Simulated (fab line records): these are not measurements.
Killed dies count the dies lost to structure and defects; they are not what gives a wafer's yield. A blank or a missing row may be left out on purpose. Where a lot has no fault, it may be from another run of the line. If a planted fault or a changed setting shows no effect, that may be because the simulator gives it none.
2 desks looking at one fault ; flow n5 finfet ; each desk has only its own numbers; what lay behind them comes last

== FOR THE TOOL OWNER'S DESK: pvd sputter-01 ==
The tool's own readings at N5_BEOL_M5_SPUTTER_83 (material Cu, target thk 15 nm, time 27.62 s): means of the sampled wafers that have a number, for each lot that ran on this tool. Marked OUT: a lot whose mean sits more than 4 standard deviations from the usual mean, which makes it out of limits; the brackets give that distance.
Columns: A = throttle valve pct at N5_BEOL_M5_SPUTTER_83, usual 29.9 %
lot;first seen here;A
L709;day 8 21:24;30.0
L710;day 9 22:01;30.2
L715;day 10 03:41;30.1
L711;day 10 11:10;30.1
L722;day 12 14:32;30.0
L723;day 12 20:47;29.8
L724;day 13 02:15;29.7
Result from this desk: across the 7 lots, nothing is out of limits.

== THE METROLOGY DESK ==
Lot by lot, what the gauges showed, no matter which tool ran the lot: averages of those sampled wafers that carry a number. Marked OUT: a lot whose mean sits more than 4 standard deviations from the usual mean, which makes it out of limits; the brackets give that distance.
Columns: A = cd nm at N5_MIM_TOP_LITHO_CD_MEAS_08, usual 2000.7 nm; B = PASS_OPEN_OVL at N5_PASSIVATION_OVL_MEAS_66, usual 1 nm
lot;first seen here;A;B
L708;day 12 09:31;1999.4;-1
L709;day 12 17:13;2000.9;0
L710;day 13 10:42;1999.3;3
L715;day 13 22:43;1999.7;6
L713;day 14 03:09;2001.1;4
L711;day 14 03:28;2002.2;-4
L722;day 15 21:48;2000.3;4
L723;day 16 04:42;2002.3;1
L725;day 16 09:19;1998.1;6
L724;day 16 22:17;2002.4;-4
L726;day 17 00:05;1998.8;6
L731;day 18 03:40;2003.5;-1
Result from this desk: across the 12 lots, nothing is out of limits.

== BROUGHT TOGETHER ==
The desk of the tool owner found nothing out of limits.
The metrology desk saw nothing out of limits.

== WHAT THE SIMULATOR HAD INSERTED ==
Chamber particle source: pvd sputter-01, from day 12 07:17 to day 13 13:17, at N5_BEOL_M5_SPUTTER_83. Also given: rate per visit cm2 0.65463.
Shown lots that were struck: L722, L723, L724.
